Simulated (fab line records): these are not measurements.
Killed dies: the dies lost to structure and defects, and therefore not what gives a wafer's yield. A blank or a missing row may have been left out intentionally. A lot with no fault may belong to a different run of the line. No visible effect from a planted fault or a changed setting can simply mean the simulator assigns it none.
fab line records + flow n5_finfet
record:
- lots: 4
- wafers: 12
- last_day: 18
route steps=1938 shown STI_FIN_REVEAL@203 DUMMY_GATE@212 PASSIVATION@1936
lots untouched by any fault: they come from a run of this same line in which no faults occurred
start_h: hours from the record's opening day to when the first of the lot's shown wafers began + wait_h: time in hours since the lot's previous step + " same as the row above + L1.1+2: several wafers, shown together as one row + - no value present, or no start provided + * or withheld: withheld + < > ~ a bound
route shown NAME@n: NAME is a module with steps in the file, n the number in the route of the first one + usual: mean/standard deviation taken from wafers without a fault + same: alike in all rows + chamber/n: place in a boat + sites: the reading at each site + _std_site: standard deviation across them + _edge_site: outer sites' mean less inner sites' + radius_mm: for every site, how far away it sits from the centre of the wafer + mask NAME#n: copy n + behind: tool/chamber where the wafer was last shaped + hold: cause of the lot's hold/its duration in hours/its outcome + device: names the non-switching transistor (n, p or np) + end of line: at the end of the route, the tests of the same wafers + step lacking rows: just its recipe + killed: count of dies lost to structure and defects at first sort (not the wafer's yield) + map: dies across one wafer; x = killed, . = not, _ = none there
set.NAME: the setting as run; set.NAME@STEP: as run at that earlier step + model.NAME: the simulator's own value behind a step, which no gauge read
certain route steps with their lots: each step a table, each wafer a row
== steps ==
step: N5_STI_FIN_REVEAL_SRD_21
recipe:
- dry: ipa_marangoni
- time_s: 30
- temp_c: 23
- rinse_liquid: diw
step: N5_STI_FIN_REVEAL_OXIDATION_33
recipe:
- chemistry: O2_PLASMA_REMOTE
- temp_c: 150
- time_s: 20
- pressure_mtorr: 1000
- source_power_w: 2000
- o2_flow_sccm: 3000
step: N5_STI_FIN_REVEAL_CLEAN_19
recipe:
- chemistry: O3/DIW
- temp_c: 25
- time_s: 120
- o3_ppm: 10
step: N5_STI_FIN_REVEAL_SRD_23
recipe:
- dry: ipa_marangoni
- time_s: 30
- temp_c: 23
- rinse_liquid: diw
step: N5_STI_FIN_REVEAL_PRECLEAN_18
recipe:
- chemistry: SC2
- time_s: 45
- temp_c: 35
- mix: 1:1:50
step: N5_STI_FIN_REVEAL_SRD_28
recipe:
- dry: ipa_marangoni
- time_s: 30
- temp_c: 23
- rinse_liquid: diw
step: N5_DUMMY_GATE_PRECLEAN_00
recipe:
- chemistry: O3/DIW
- time_s: 60
- temp_c: 22
- o3_ppm: 10
step: N5_DUMMY_GATE_SRD_01
recipe:
- time_s: 30
- temp_c: 23
- rinse_liquid: diw
- dry: ipa_marangoni
step: N5_DUMMY_GATE_ALD_02
recipe:
- material: SiO2
- target_thk_a: 20
- temp_c: 300
- ald_precursor_family: BDEAS
- ald_co_reactant: O2-plasma
- pulse_time_s: 1
- pressure_torr: 2
step: N5_DUMMY_GATE_CVD_03
recipe:
- material: a-Si
- target_thk_a: 1500
- temp_c: 530
- precursor: SiH4
- time_s: 8042
usual:
- spike_tc_centre_C: 531.6/0.7
| lot.wafer | tool     | chamber | start_h | wait_h | spike_tc_centre_C | model.a-Si_of_DUMMY_GATE_CVD_03.thk_nm |
|-----------|----------|---------|---------|--------|-------------------|----------------------------------------|
| L370.1    | lpcvd-02 | 0/40    | 68.02   | 0.1    | 531.3             | 151                                    |
| L370.2    | "        | 0/45    | "       | "      | 531.3             | 150.6                                  |
| L370.6    | "        | 0/64    | "       | "      | 531.3             | 150.2                                  |
| L373.2    | lpcvd-01 | 0/95    | 86.92   | 0.1    | 533.2             | 99                                     |
| L373.3    | "        | 0/100   | "       | "      | 533.2             | 99.4                                   |
| L373.4    | "        | 0/104   | "       | "      | 533.2             | 99                                     |
| L374.1    | lpcvd-01 | 1/90    | 93.23   | 0.1    | 531.5             | 97.4                                   |
| L374.5    | "        | 1/109   | "       | "      | 531.5             | 100.4                                  |
| L374.6    | "        | 1/114   | "       | "      | 531.5             | 99                                     |
| L388.1    | lpcvd-01 | 0/40    | 175.70  | 0.1    | 532.6             | 149.8                                  |
| L388.4    | "        | 0/54    | "       | "      | 532.6             | 151.2                                  |
| L388.6    | "        | 0/64    | "       | "      | 532.6             | 150.8                                  |
step: N5_DUMMY_GATE_PRECLEAN_46
recipe:
- chemistry: DIW
- time_s: 89.5
- temp_c: 23
step: N5_DUMMY_GATE_SRD_47
recipe:
- dry_time_s: 32
- dry: n2_spin
- spin_rpm: 1500
step: N5_DUMMY_GATE_CMP_04
recipe:
- material: a-Si
- post_cmp_clean: alkaline_brush
step: N5_DUMMY_GATE_HM_DEP_06
recipe:
- material: SiNx
- target_thk_a: 800
- precursor: DCS/NH3
- temp_c: 700
- pressure_mtorr: 300
- time_s: 5141
step: N5_DUMMY_GATE_PECVD_30
recipe:
- material: SiO2
- target_thk_a: 550
- temp_c: 400
- precursor: TEOS/O2
- pressure_torr: 6.5
- rf_w: withheld
- teos_flow_sccm: withheld
- gas: O2
- flow_sccm: 2650
- time_s: 10.8
step: N5_DUMMY_GATE_COAT_34
recipe:
- resist: SOC
- temp_c: 250
- time_s: 60
- spin_rpm: 1500
- resist_thk_nm: 60
step: N5_DUMMY_GATE_COAT_35
recipe:
- resist: SiARC
- temp_c: 220
- time_s: 60
- spin_rpm: 1500
- resist_thk_nm: 10
step: N5_DUMMY_GATE_COAT_28
recipe:
- resist: underlayer
- temp_c: 205
- time_s: 60
- spin_rpm: 1500
- resist_thk_nm: 10
step: N5_DUMMY_GATE_COAT_09
recipe:
- resist: CAR-EUV
- spin_rpm: 1500
- resist_thk_nm: 30
step: N5_DUMMY_GATE_EBR_11
recipe:
- solvent: PGMEA
- ebr_width_mm: 1.5
step: N5_DUMMY_GATE_SOFTBAKE_10
recipe:
- temp_c: 110
- time_s: 60
- resist: CAR-EUV
step: N5_DUMMY_GATE_EXPOSE_12
recipe:
- mask_id: GATE
- na: 0.33
- source_shape: annular
- sigma_inner: 0.2
- sigma_outer: 0.6
- polarization: unpolarized
- target_cd_nm: 25
- dose_mj: 34
step: N5_DUMMY_GATE_PEB_13
recipe:
- peb_temp_c: 100
- peb_time_s: 60
- resist: CAR-EUV
step: N5_DUMMY_GATE_DEVELOP_14
recipe:
- develop_time_s: 30
- developer: TMAH
- resist: CAR-EUV
- rinse_liquid: surfactant_rinse
- dry: air_spin
- dev_temp_c: 23
step: N5_DUMMY_GATE_DESCUM_20
recipe:
- chemistry: O2
- time_s: 6.2
- source_power_w: 50
- bias_power_w: 20
- pressure_mtorr: 20
- rf_frequency_hz: 2.712e+07
- temp_c: 40
- resist: CAR-EUV
- o2_flow_sccm: 225
step: N5_DUMMY_GATE_ETCH_29
recipe:
- chemistry: N2/H2
- target: underlayer
- target_depth_a: 130
- ion_energy_ev: 200
- pressure_mtorr: 30
- source_w: 840
- bias_w: 150
- n2_flow_sccm: 200
- h2_flow_sccm: 200
step: N5_DUMMY_GATE_ETCH_36
recipe:
- chemistry: CF4
- target: SiARC
- target_depth_a: 130
- pressure_mtorr: 40
- source_w: 545
- bias_w: 36
- Ar_flow_sccm: 100
- cf4_flow_sccm: 100
- ion_energy_ev: 80
step: N5_DUMMY_GATE_ETCH_37
recipe:
- chemistry: N2/H2
- target: SOC
- target_depth_a: 600
- overetch_a: 300
- temp_c: 40
- ion_energy_ev: 200
- pressure_mtorr: 30
- source_w: 840
- bias_w: 150
- n2_flow_sccm: 200
- h2_flow_sccm: 200
step: N5_DUMMY_GATE_STRIP_38
recipe:
- chemistry: N2/H2
- temp_c: 40
- n2_flow_sccm: 200
- h2_flow_sccm: 200
- rf_frequency_hz: 6e+07
step: N5_DUMMY_GATE_STRIP_39
recipe:
- chemistry: N2/H2
- temp_c: 40
- n2_flow_sccm: 200
- h2_flow_sccm: 200
- rf_frequency_hz: 6e+07
step: N5_DUMMY_GATE_TRIM_49
recipe:
- chemistry: O2
- resist: SOC
- time_s: 29
- target_cd_nm: 14
- source_power_w: 300
- bias_power_w: 0
- O2_flow_sccm: 100
- temp_c: 20
step: N5_DUMMY_GATE_STRIP_40
recipe:
- chemistry: CF4
- resist: SiARC
- power_w: 300
- bias_power_w: 75
- pressure_mtorr: 50
- cf4_flow_sccm: 150
- rf_frequency_hz: 6e+07
step: N5_DUMMY_GATE_ETCH_31
recipe:
- chemistry: C4F6/O2
- target: SiO2
- mask_material: SOC
- target_depth_a: 825
- time_s: 27.5
- ion_energy_ev: 250
- pressure_mtorr: 30
- source_w: 345
- bias_w: 185
- Ar_flow_sccm: 300
- C4F6_flow_sccm: 10
- O2_flow_sccm: 10
step: N5_DUMMY_GATE_STRIP_41
recipe:
- chemistry: O2
- power_w: 400
- temp_c: 40
- pressure_mtorr: 30
- rf_frequency_hz: 6e+07
- bias_power_w: 0
- overash_fraction: 0.3
- o2_flow_sccm: 225
step: N5_PASSIVATION_PROBE_49
usual:
- defect_limited_yield: 91.2/1.4
- killed_at_M0_to_M3: 33/9.5
- killed_at_M4_up: 13/4.7
- killed_at_contacts: 11/5.3
- killed_at_front_end: 42/12
- killed_at_other: 5/3.3
- killed_dies: 104/17
- killed_on_rim: 14/4
- killed_open: 67/12
- killed_short: 33/7.7
- sort_bin_5_function: 5.1/0.94
- sort_bin_6_memory: 3.3/0.67
- sort_n_pass: 1074/24
- sort_yield_pct: 91.1/2
same:
- gross_dies: 1180
- killed_at_back_side: 0
- sort_bin_4_leakage[%]: 0
- sort_bin_8_speed[%]: 0
| lot.wafer | tool      | chamber | start_h | wait_h | defect_limited_yield[%] | killed_at_M0_to_M3 | killed_at_M4_up | killed_at_contacts | killed_at_front_end | killed_at_other | killed_dies | killed_on_rim | killed_open | killed_short | sort_bin_5_function[%] | sort_bin_6_memory[%] | sort_n_pass | sort_yield_pct[%] |
|-----------|-----------|---------|---------|--------|-------------------------|--------------------|-----------------|--------------------|---------------------|-----------------|-------------|---------------|-------------|--------------|------------------------|----------------------|-------------|-------------------|
| L370.1    | prober-01 | -       | 279.31  | 0.0    | 91.4                    | 22                 | 15              | 20                 | 43                  | 2               | 102         | 18            | 72          | 25           | 5.1                    | 2.8                  | 1078        | 91.4              |
| L370.2    | prober-01 | -       | 279.36  | 0.1    | 93.4                    | 16                 | 10              | 12                 | 38                  | 2               | 78          | 11            | 54          | 24           | 3.3                    | 3.1                  | 1102        | 93.4              |
| L370.6    | prober-01 | -       | 279.56  | 0.3    | 91.4                    | 27                 | 13              | 21                 | 40                  | 1               | 102         | 19            | 70          | 29           | 5.3                    | 3.1                  | 1078        | 91.4              |
| L373.2    | prober-02 | -       | 345.63  | 0.1    | 0                       | 44                 | 18              | 16                 | 1096                | 6               | 1180        | 152           | 79          | 48           | 95.1                   | 4.4                  | 0           | 0                 |
| L373.3    | prober-02 | -       | 345.68  | 0.1    | 0                       | 36                 | 12              | 19                 | 1112                | 1               | 1180        | 152           | 80          | 41           | 96.1                   | 3.4                  | 0           | 0                 |
| L373.4    | prober-02 | -       | 345.73  | 0.2    | 0                       | 34                 | 20              | 23                 | 1102                | 1               | 1180        | 152           | 83          | 40           | 96.0                   | 3.6                  | 0           | 0                 |
| L374.1    | prober-02 | -       | 366.41  | 0.0    | 0                       | 35                 | 15              | 10                 | 1118                | 2               | 1180        | 152           | 53          | 46           | 96.6                   | 2.8                  | 0           | 0                 |
| L374.5    | prober-02 | -       | 366.61  | 0.2    | 0                       | 27                 | 11              | 4                  | 1132                | 6               | 1180        | 152           | 58          | 25           | 96.4                   | 3.5                  | 0           | 0                 |
| L374.6    | prober-02 | -       | 366.66  | 0.3    | 0                       | 24                 | 15              | 9                  | 1127                | 5               | 1180        | 152           | 54          | 30           | 96.7                   | 3.1                  | 0           | 0                 |
| L388.1    | prober-02 | -       | 432.29  | 0.0    | 90.5                    | 24                 | 14              | 17                 | 54                  | 3               | 112         | 14            | 69          | 41           | 4.5                    | 4.5                  | 1068        | 90.5              |
| L388.4    | prober-02 | -       | 432.44  | 0.2    | 91.4                    | 21                 | 13              | 7                  | 56                  | 5               | 102         | 10            | 65          | 34           | 5.5                    | 2.8                  | 1078        | 91.4              |
| L388.6    | prober-02 | -       | 432.54  | 0.3    | 91.9                    | 28                 | 11              | 7                  | 47                  | 2               | 95          | 5             | 65          | 29           | 4.5                    | 3.1                  | 1085        | 91.9              |
killed by level:class
L370.1 MOL_CONTACT_COAG:geometric_particle:open=17 DUMMY_GATE:geometric_particle:open=9 BEOL_M4:geometric_particle:open=6 ILD0:geometric_particle:open=6 BEOL_M2:geometric_particle:open=6 GATE_CUT:geometric_particle:short=5 BEOL_M1:geometric_particle:open=5 FIN_SAQP:geometric_particle:open=4
L370.2 MOL_CONTACT_COAG:geometric_particle:open=10 ILD0:geometric_particle:open=9 BEOL_M3:geometric_particle:open=6 FIN_SAQP:geometric_particle:short=5 STI_FIN_REVEAL:geometric_particle:open=5 ILD0:geometric_particle:short=5 BEOL_M2:geometric_particle:open=4 DUMMY_GATE:geometric_particle:open=3
L370.6 MOL_CONTACT_COAG:geometric_particle:open=15 STI_FIN_REVEAL:geometric_particle:open=11 BEOL_M2:geometric_particle:open=9 FIN_SAQP:geometric_particle:short=7 BEOL_M4:geometric_particle:open=7 MOL_CONTACT_COAG:geometric_particle:short=6 FIN_SAQP:geometric_particle:open=5 BEOL_M1:geometric_particle:open=5
L373.2 DUMMY_GATE:area_cvd=1049 BEOL_M0_SAQP:geometric_particle:short=16 BEOL_M0_SAQP:geometric_particle:open=14 MOL_CONTACT_COAG:geometric_particle:open=13 BEOL_M3:geometric_particle:open=9 STI_FIN_REVEAL:geometric_particle:open=8 FIN_SAQP:geometric_particle:short=7 DUMMY_GATE:geometric_particle:open=6
L373.3 DUMMY_GATE:area_cvd=1057 BEOL_M0_SAQP:geometric_particle:open=18 MOL_CONTACT_COAG:geometric_particle:open=16 STI_FIN_REVEAL:geometric_particle:open=15 FIN_SAQP:geometric_particle:short=11 BEOL_M0_SAQP:geometric_particle:short=9 GATE_CUT:geometric_particle:short=7 BEOL_M3:geometric_particle:open=6
L373.4 DUMMY_GATE:area_cvd=1054 MOL_CONTACT_COAG:geometric_particle:open=20 FIN_SAQP:geometric_particle:open=14 BEOL_M0_SAQP:geometric_particle:short=10 BEOL_M0_SAQP:geometric_particle:open=9 FIN_SAQP:geometric_particle:short=8 GATE_CUT:geometric_particle:open=5 BEOL_M2:geometric_particle:open=5
L374.1 DUMMY_GATE:area_cvd=1078 BEOL_M2:geometric_particle:open=10 FIN_SAQP:geometric_particle:short=8 BEOL_M3:geometric_particle:open=8 MOL_CONTACT_COAG:geometric_particle:open=6 FIN_SAQP:geometric_particle:open=5 STI_FIN_REVEAL:geometric_particle:open=5 BEOL_M0_SAQP:geometric_particle:short=5
L374.5 DUMMY_GATE:area_cvd=1094 STI_FIN_REVEAL:geometric_particle:open=13 BEOL_M0_SAQP:geometric_particle:open=6 GATE_CUT:geometric_particle:open=5 BEOL_M0_SAQP:geometric_particle:short=5 BEOL_M1:geometric_particle:open=5 FIN_SAQP:geometric_particle:short=4 MOL_CONTACT_COAG:geometric_particle:open=4
L374.6 DUMMY_GATE:area_cvd=1095 MOL_CONTACT_COAG:geometric_particle:open=9 BEOL_M3:geometric_particle:open=8 BEOL_M4:geometric_particle:open=8 FIN_SAQP:geometric_particle:short=6 FIN_SAQP:geometric_particle:open=5 BEOL_M3:geometric_particle:short=5 STI_FIN_REVEAL:geometric_particle:open=4
L388.1 MOL_CONTACT_COAG:geometric_particle:open=15 FIN_SAQP:geometric_particle:short=14 FIN_SAQP:geometric_particle:open=11 STI_FIN_REVEAL:geometric_particle:open=10 BEOL_M0_SAQP:geometric_particle:open=6 BEOL_M2:geometric_particle:open=6 BEOL_M4:geometric_particle:open=5 BEOL_M0_SAQP:geometric_particle:short=5
L388.4 FIN_SAQP:geometric_particle:open=24 FIN_SAQP:geometric_particle:short=16 BEOL_M3:geometric_particle:open=7 BEOL_M5:geometric_particle:open=5 BEOL_M1:geometric_particle:open=5 STI_FIN_REVEAL:geometric_particle:open=4 MOL_CONTACT_COAG:geometric_particle:open=4 BEOL_M6:geometric_particle:open=4
L388.6 FIN_SAQP:geometric_particle:open=14 FIN_SAQP:geometric_particle:short=13 BEOL_M1:geometric_particle:open=9 STI_FIN_REVEAL:geometric_particle:open=8 BEOL_M0_SAQP:geometric_particle:short=7 BEOL_M3:geometric_particle:open=7 MOL_CONTACT_COAG:geometric_particle:open=6 BEOL_M4:geometric_particle:open=5
map L373.2 (x killed, . not)
_________________xxxxxxxxxxxx________________
______________xxxxxxxxxxxxxxxxxx_____________
___________xxxxxxxxxxxxxxxxxxxxxxxx__________
__________xxxxxxxxxxxxxxxxxxxxxxxxxx_________
________xxxxxxxxxxxxxxxxxxxxxxxxxxxxxx_______
_______xxxxxxxxxxxxxxxxxxxxxxxxxxxxxxxx______
______xxxxxxxxxxxxxxxxxxxxxxxxxxxxxxxxxx_____
_____xxxxxxxxxxxxxxxxxxxxxxxxxxxxxxxxxxxx____
____xxxxxxxxxxxxxxxxxxxxxxxxxxxxxxxxxxxxxx___
___xxxxxxxxxxxxxxxxxxxxxxxxxxxxxxxxxxxxxxxx__
___xxxxxxxxxxxxxxxxxxxxxxxxxxxxxxxxxxxxxxxx__
__xxxxxxxxxxxxxxxxxxxxxxxxxxxxxxxxxxxxxxxxxx_
__xxxxxxxxxxxxxxxxxxxxxxxxxxxxxxxxxxxxxxxxxx_
_xxxxxxxxxxxxxxxxxxxxxxxxxxxxxxxxxxxxxxxxxxxx
_xxxxxxxxxxxxxxxxxxxxxxxxxxxxxxxxxxxxxxxxxxxx
_xxxxxxxxxxxxxxxxxxxxxxxxxxxxxxxxxxxxxxxxxxxx
_xxxxxxxxxxxxxxxxxxxxxxxxxxxxxxxxxxxxxxxxxxxx
_xxxxxxxxxxxxxxxxxxxxxxxxxxxxxxxxxxxxxxxxxxxx
_xxxxxxxxxxxxxxxxxxxxxxxxxxxxxxxxxxxxxxxxxxxx
_xxxxxxxxxxxxxxxxxxxxxxxxxxxxxxxxxxxxxxxxxxxx
_xxxxxxxxxxxxxxxxxxxxxxxxxxxxxxxxxxxxxxxxxxxx
__xxxxxxxxxxxxxxxxxxxxxxxxxxxxxxxxxxxxxxxxxx_
__xxxxxxxxxxxxxxxxxxxxxxxxxxxxxxxxxxxxxxxxxx_
___xxxxxxxxxxxxxxxxxxxxxxxxxxxxxxxxxxxxxxxx__
___xxxxxxxxxxxxxxxxxxxxxxxxxxxxxxxxxxxxxxxx__
____xxxxxxxxxxxxxxxxxxxxxxxxxxxxxxxxxxxxxx___
_____xxxxxxxxxxxxxxxxxxxxxxxxxxxxxxxxxxxx____
______xxxxxxxxxxxxxxxxxxxxxxxxxxxxxxxxxx_____
_______xxxxxxxxxxxxxxxxxxxxxxxxxxxxxxxx______
________xxxxxxxxxxxxxxxxxxxxxxxxxxxxxx_______
__________xxxxxxxxxxxxxxxxxxxxxxxxxx_________
___________xxxxxxxxxxxxxxxxxxxxxxxx__________
______________xxxxxxxxxxxxxxxxxx_____________
_________________xxxxxxxxxxxx________________
map L374.1 (x killed, . not)
_________________xxxxxxxxxxxx________________
______________xxxxxxxxxxxxxxxxxx_____________
___________xxxxxxxxxxxxxxxxxxxxxxxx__________
__________xxxxxxxxxxxxxxxxxxxxxxxxxx_________
________xxxxxxxxxxxxxxxxxxxxxxxxxxxxxx_______
_______xxxxxxxxxxxxxxxxxxxxxxxxxxxxxxxx______
______xxxxxxxxxxxxxxxxxxxxxxxxxxxxxxxxxx_____
_____xxxxxxxxxxxxxxxxxxxxxxxxxxxxxxxxxxxx____
____xxxxxxxxxxxxxxxxxxxxxxxxxxxxxxxxxxxxxx___
___xxxxxxxxxxxxxxxxxxxxxxxxxxxxxxxxxxxxxxxx__
___xxxxxxxxxxxxxxxxxxxxxxxxxxxxxxxxxxxxxxxx__
__xxxxxxxxxxxxxxxxxxxxxxxxxxxxxxxxxxxxxxxxxx_
__xxxxxxxxxxxxxxxxxxxxxxxxxxxxxxxxxxxxxxxxxx_
_xxxxxxxxxxxxxxxxxxxxxxxxxxxxxxxxxxxxxxxxxxxx
_xxxxxxxxxxxxxxxxxxxxxxxxxxxxxxxxxxxxxxxxxxxx
_xxxxxxxxxxxxxxxxxxxxxxxxxxxxxxxxxxxxxxxxxxxx
_xxxxxxxxxxxxxxxxxxxxxxxxxxxxxxxxxxxxxxxxxxxx
_xxxxxxxxxxxxxxxxxxxxxxxxxxxxxxxxxxxxxxxxxxxx
_xxxxxxxxxxxxxxxxxxxxxxxxxxxxxxxxxxxxxxxxxxxx
_xxxxxxxxxxxxxxxxxxxxxxxxxxxxxxxxxxxxxxxxxxxx
_xxxxxxxxxxxxxxxxxxxxxxxxxxxxxxxxxxxxxxxxxxxx
__xxxxxxxxxxxxxxxxxxxxxxxxxxxxxxxxxxxxxxxxxx_
__xxxxxxxxxxxxxxxxxxxxxxxxxxxxxxxxxxxxxxxxxx_
___xxxxxxxxxxxxxxxxxxxxxxxxxxxxxxxxxxxxxxxx__
___xxxxxxxxxxxxxxxxxxxxxxxxxxxxxxxxxxxxxxxx__
____xxxxxxxxxxxxxxxxxxxxxxxxxxxxxxxxxxxxxx___
_____xxxxxxxxxxxxxxxxxxxxxxxxxxxxxxxxxxxx____
______xxxxxxxxxxxxxxxxxxxxxxxxxxxxxxxxxx_____
_______xxxxxxxxxxxxxxxxxxxxxxxxxxxxxxxx______
________xxxxxxxxxxxxxxxxxxxxxxxxxxxxxx_______
__________xxxxxxxxxxxxxxxxxxxxxxxxxx_________
___________xxxxxxxxxxxxxxxxxxxxxxxx__________
______________xxxxxxxxxxxxxxxxxx_____________
_________________xxxxxxxxxxxx________________
== key ==
first_sign:
- step: N5_PASSIVATION_PROBE_49
- reading: sort_bin_5_function
- direction: up
- sigmas: 97
- usual: 5.1
- struck: 96.2
effect:
- step: N5_PASSIVATION_PROBE_49
- reading: killed_at_front_end
- direction: up
- sigmas: 86
- usual: 42
- struck: 1114
model_effect:
- step: N5_DUMMY_GATE_CVD_03
- value: a-Si_of_DUMMY_GATE_CVD_03.thk_nm
- without: 150.4
- struck: 99.03
more_kills_born_at:
- N5_DUMMY_GATE_CVD_03@lpcvd-01: 6427
met_at N5_DUMMY_GATE_CVD_03
struck_wafers L373.2,L373.3,L373.4,L374.1,L374.5,L374.6
later_rows_left_out L373.2,L373.3,L373.4,L374.1,L374.5,L374.6
fault:
- kind: process_parameter_drift
- tool: lpcvd-01
- chamber: -
- onset_h: 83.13
- steps: N5_DUMMY_GATE_CVD_03
- channel: time_s
- offset: *
- shape: step
- end_h: 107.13
- acts_in: *
- stated: *
later_rows_left_out: the simulator's readings of these wafers behind a module that went badly wrong aren't trusted and aren't shown, but for the sort
